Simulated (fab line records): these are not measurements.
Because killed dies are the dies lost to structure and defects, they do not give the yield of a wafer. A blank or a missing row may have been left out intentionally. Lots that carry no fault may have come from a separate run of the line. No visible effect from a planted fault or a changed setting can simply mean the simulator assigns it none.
Chamber matching ; flow nand harc ; rie diel-03 running NHARC_A_ZERO_WELL_DESCUM_12: 4 sister chambers
The step chemistry O2, time 3 s. 16 wafers are shown with their chamber, then 8 later ones without.

WAFERS, EACH WITH ITS CHAMBER
wafer;chamber;drypump motor current A (A);oes product au (a.u.);throttle valve pct (%)
L910.1;3;5.6;1.017;11.307
L910.4;0;6.1;1.005;11.304
L910.6;3;5.6;1.022;11.316
L912.3;1;4.8;1.018;11.313
L912.5;1;4.8;1.004;11.296
L912.6;2;5.9;0.997;11.310
L914.4;1;4.8;1.002;11.310
L914.5;0;6.1;1.013;11.329
L914.6;3;5.6;0.996;11.309
L917.1;1;4.9;1.003;11.313
L917.5;1;4.9;1.007;11.299
L917.6;2;5.9;0.997;11.319
L929.1;3;5.6;0.988;11.309
L929.4;1;4.8;0.993;11.308
L929.6;3;5.6;0.987;11.315
L930.1;2;5.9;0.994;11.314

SIGNATURES (averages over the wafers above)
reading;chamber 0;chamber 1;chamber 2;chamber 3;scatter within a chamber
drypump motor current A;6.100;4.833;5.900;5.600;0.0333
oes product au;1.00900;1.00450;0.99600;1.00200;0.011
throttle valve pct;11.31650;11.30650;11.31433;11.31120;0.00755
Rule: distance of a wafer from a chamber = root of the sum over the readings of ((wafer's reading minus chamber's mean) / reading's scatter) squared. If the next closest chamber is less than 2 further off than the closest, the wafer can't be placed; otherwise it belongs to the closest. The scatter: take each reading less its chamber's mean, square it, sum over the shown wafers, divide by the number of wafers less the number of chambers, and take the root.

WAFERS MISSING THEIR CHAMBER
wafer;drypump motor current A (A);oes product au (a.u.);throttle valve pct (%)
L930.2;5.6;0.997;11.310
L930.5;6.1;1.011;11.317
L931.3;5.9;1.006;11.321
L931.5;5.9;0.997;11.293
L931.6;4.9;0.999;11.321
L933.3;5.9;1.001;11.312
L933.4;6.1;0.999;11.310
L933.5;6.1;1.000;11.311

THE CHAMBER EACH PASSED THROUGH
wafer;from the rows above;in truth
L930.2;3;3
L930.5;0;0
L931.3;2;2
L931.5;2;2
L931.6;1;1
L933.3;2;2
L933.4;0;0
L933.5;0;0
Placed correctly: 8 of 8. Left unplaced by these rows: 0. Placed wrongly: 0.
